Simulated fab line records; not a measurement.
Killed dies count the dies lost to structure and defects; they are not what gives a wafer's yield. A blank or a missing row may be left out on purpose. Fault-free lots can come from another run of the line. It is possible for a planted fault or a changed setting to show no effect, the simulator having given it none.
Chamber matching	flow n5Finfet	N5_BEOL_M7_VIA_ETCH_34 on rieDiel-02 has 4 sister chambers
The step etches SiCOH lowk in C4F6/O2, target depth 125.5 nm, time 50.5 s. 4 wafers are shown with their chamber, then 8 later ones without.

## WAFERS PAIRED WITH THEIR CHAMBERS
wafer	chamber	drypumpMotorCurrentA (A)
L088.2	2	6.1
L088.5	0	4.8
L093.5	3	5.9
L096.1	1	5.6

## WAFERS WITHOUT THEIR CHAMBER
wafer	drypumpMotorCurrentA (A)
L096.2	6.0
L096.3	4.8
L095.1	6.1
L095.2	5.6
L095.4	5.9
L097.4	5.9
L097.5	5.6
L097.6	6.0

## EACH ONE'S CHAMBER
wafer	from the rows above	in truth
L096.2	can't be placed: 2 or 3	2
L096.3	0	0
L095.1	2	2
L095.2	1	1
L095.4	3	3
L097.4	3	3
L097.5	1	1
L097.6	can't be placed: 2 or 3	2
Correctly placed: 6 of 8. Can't be placed from these rows: 2 (the true chamber is among the candidates in 2). Wrongly placed: 0.
How it was worked out, from the rows above alone: a wafer's distance from a chamber is the root of the sum, over the readings, of the square of ((its reading less the chamber's mean) divided by the reading's scatter). If the next closest chamber is less than 2 further off than the closest, the wafer can't be placed; otherwise it belongs to the closest. Each chamber's mean is taken over the wafers shown for it. The scatter (one wafer shown for each chamber): square how far every hidden wafer sits from the nearest shown wafer, average those squares and take the square root.
